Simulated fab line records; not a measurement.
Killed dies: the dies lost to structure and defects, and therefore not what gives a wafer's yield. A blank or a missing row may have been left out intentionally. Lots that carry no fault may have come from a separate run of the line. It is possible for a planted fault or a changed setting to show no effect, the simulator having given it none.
Split-lot study | flow n5-finfet | 39 wafers read from 7 lots, route of 1938 steps

THE SPLIT ITSELF
At N5_BEOL_M0_SAQP_SPACER2_ALD_26 (deposits SiO2, target thk 15 nm, pulse time 1 s, purge time 2 s), the setting target-thk-a was moved away from the recipe's 150 angstrom on 12 of the 39 wafers read, by -47.6% to +38.0%. All remaining wafers had this setting at the recipe value.

FROM THE SPLIT TO THE READING: what the file shows between them, 2 steps
- N5_BEOL_M0_SAQP_SPACER2_ETCHBACK_27: etches SiO2 in CHF3/O2, target depth 22.5 nm, time 11.25 s
- N5_BEOL_M0_SAQP_MANDREL2_REMOVE_110: chemistry HBr/Cl2/O2, target a-Si, stops on SiCN, bt time 10 s

THE READING
cd-nm at N5_BEOL_M0_SAQP_CD_MEAS_29, given in nm (cd target 14.4 nm). Fault-free wafers of this fab line usually give 14.95 nm, standard deviation 0.22 nm.

wafer  | tool, chamber at the split | target-thk-a as run, angstrom | against the recipe | cd-nm, nm | against lot-mates on the recipe
L077.1 | ald-sin-02, 1              | 150                           | recipe             | 14.81     | -
L077.2 | ald-sin-02, 3,2            | 150                           | recipe             | 14.85     | -
L077.3 | ald-sin-02, 0,1            | 207                           | +38.0%             | 20.31     | +5.43
L077.4 | ald-sin-02, 2              | 207                           | +38.0%             | 20.96     | +6.08
L077.5 | ald-sin-02, 3,2            | 150                           | recipe             | 14.97     | -
L077.6 | ald-sin-02, 0,1            | 207                           | +38.0%             | 20.53     | +5.65
L088.1 | ald-sin-01, 2,3,0,3,2      | 150                           | recipe             | 15.05     | -
L088.2 | ald-sin-01, 2,3,0,3,2      | 150                           | recipe             | 15.06     | -
L088.3 | ald-sin-01, 1              | 150                           | recipe             | 14.96     | -
L088.4 | ald-sin-01, 2,3,0,3,2      | 150                           | recipe             | 14.88     | -
L088.5 | ald-sin-01, 2,3,0,3,2      | 150                           | recipe             | 14.85     | -
L088.6 | ald-sin-01, 2,3,0,3,2      | 150                           | recipe             | 15.08     | -
L089.1 | ald-sin-01, 3,1,2,1        | 150                           | recipe             | 14.72     | -
L089.2 | ald-sin-01, 0,2            | 150                           | recipe             | 14.90     | -
L089.3 | ald-sin-01, 3,1,2,1        | 150                           | recipe             | 14.97     | -
L089.4 | ald-sin-01, 3,1,2,1        | 150                           | recipe             | 14.66     | -
L089.5 | ald-sin-01, 3,1,2,1        | 150                           | recipe             | 15.04     | -
L089.6 | ald-sin-01, 0,2            | 150                           | recipe             | 14.74     | -
L090.1 | ald-sin-04, 0              | 78.67                         | -47.6%             | 8.03      | -6.96
L090.2 | ald-sin-04, 2,0            | 78.67                         | -47.6%             | 8.36      | -6.63
L090.3 | ald-sin-04, 3              | 150                           | recipe             | 14.92     | -
L090.4 | ald-sin-04, 2              | 150                           | recipe             | 14.90     | -
L090.5 | ald-sin-04, 2,0            | 78.67                         | -47.6%             | 7.91      | -7.08
L090.6 | ald-sin-04, 3              | 150                           | recipe             | 15.16     | -
L092.1 | ald-sin-04, 2,3,2          | 126                           | -16.0%             | 12.84     | -1.88
L092.2 | ald-sin-04, 0              | 150                           | recipe             | 14.70     | -
L092.3 | ald-sin-04, 2,3,2          | 126                           | -16.0%             | 12.69     | -2.03
L092.4 | ald-sin-04, 3,0            | 150                           | recipe             | 14.63     | -
L092.5 | ald-sin-04, 2,3,2          | 126                           | -16.0%             | 12.64     | -2.08
L092.6 | ald-sin-04, 3,0            | 150                           | recipe             | 14.83     | -
L093.1 | ald-sin-01, 3,0            | 90.75                         | -39.5%             | 8.98      | -5.95
L093.2 | ald-sin-01, 3,0            | 90.75                         | -39.5%             | 8.72      | -6.21
L093.3 | ald-sin-01, 1              | 150                           | recipe             | 14.97     | -
L093.4 | ald-sin-01, 2              | 90.75                         | -39.5%             | 8.53      | -6.40
L093.5 | ald-sin-01, 0              | 150                           | recipe             | 14.79     | -
L093.6 | ald-sin-01, 1              | 150                           | recipe             | 15.04     | -
L096.3 | ald-sin-02, 1,0,0          | 150                           | recipe             | 15.01     | -
L096.4 | ald-sin-02, 1,0,0          | 150                           | recipe             | 14.99     | -
L096.6 | ald-sin-02, 1,0,0          | 150                           | recipe             | 14.63     | -
Rows listing several chambers each stand for several wafers; the file does not say which wafer went through which chamber.

THE FIT
A straight line over all 39 wafers: cd-nm changes by +0.148 nm for each +1% of target-thk-a; r = +1.00; the points scatter about the line by 0.21 nm.
The same after taking each lot's own level away (the mean of its wafers on the recipe; 39 wafers): +0.149 nm for each +1%; r = +1.00; scatter 0.21 nm.
The reading moves by 7.1 nm for the largest change in target-thk-a, on that fit.
The span of the lots' own levels, 14.720 to 14.993 nm, comes to 1.2 times the standard deviation stated above.
The two slopes are in agreement: the lot-to-lot level therefore moves the slope only a little.
Check: with one of the wafers moved furthest among these (-47.6%) left out of the fit, the line predicts -7.08 nm for it against its lot-mates. Against them it came out at -6.96 nm.

OTHER SPLITS ON THESE WAFERS
Before the reading, these wafers also passed through other splits. Each is held against what the fit with the lots' levels taken away leaves over:
other split on the same wafers | wafers away from the commonest value | r with cd-nm (lot level and that fit taken away)
N5_ZERO_LAYER_PECVD_02 time-s  | 12                                   | +0.09
N5_DUMMY_GATE_CVD_03 time-s    | 24                                   | +0.35
N5_SDB_ALD_29 ald-cycles       | 9                                    | +0.25

THE WHOLE CHAIN: every reading that the file lists as answering this split, in the file's order
step                                | what it does                                                            | reading                                                                                     | change (the file's fit)                                                            | r (the file's)
N5_BEOL_M0_SAQP_SPACER2_ALD_26      | deposits SiO2, target thk 15 nm, pulse time 1 s, purge time 2 s         | SiO2_of_BEOL_M0_SAQP_SPACER2_ALD_26.thk-nm (the simulator's own value, which no gauge read) | +0.15 nm for each +1% of the setting                                               | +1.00
N5_BEOL_M0_SAQP_MANDREL2_REMOVE_110 | chemistry HBr/Cl2/O2, target a-Si, stops on SiCN, bt time 10 s          | BEOL_M0_SAQP.cd-nm (the simulator's own value, which no gauge read)                         | +0.15 nm for each +1% of the setting                                               | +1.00
N5_BEOL_M0_SAQP_CD_MEAS_29          | target cd 14.4 nm                                                       | cd-nm                                                                                       | +0.149 nm for each +1% of the setting                                              | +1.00
N5_BEOL_M0_CUTY_ETCH_63             | etches SOC in N2/H2, target depth 82.7 nm, overetch 16.5 nm, time 124 s | SiO2_of_BEOL_M0_SAQP_SPACER2_ALD_26.thk-nm (the simulator's own value, which no gauge read) | +0.129 nm for each +1% of the setting                                              | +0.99
N5_BEOL_M0_ETCH_138                 | etches SiCN in CH3F/O2, target depth 12 nm, time 31.6 s                 | SiO2_of_BEOL_M0_SAQP_SPACER2_ALD_26.thk-nm (the simulator's own value, which no gauge read) | +0.112 nm for each +1% of the setting                                              | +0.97
N5_BEOL_M0_HM_OPEN_105              | chemistry Cl2/BCl3, target TiN, target depth 12 nm                      | SiO2_of_BEOL_M0_SAQP_SPACER2_ALD_26.thk-nm (the simulator's own value, which no gauge read) | not straight: 0.4 at the lowest setting, 2.704 at the recipe, 8.467 at the highest | not given

FILE'S OWN FIT
cd-nm changes by +0.149 nm for each +1% of target-thk-a, r = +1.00.
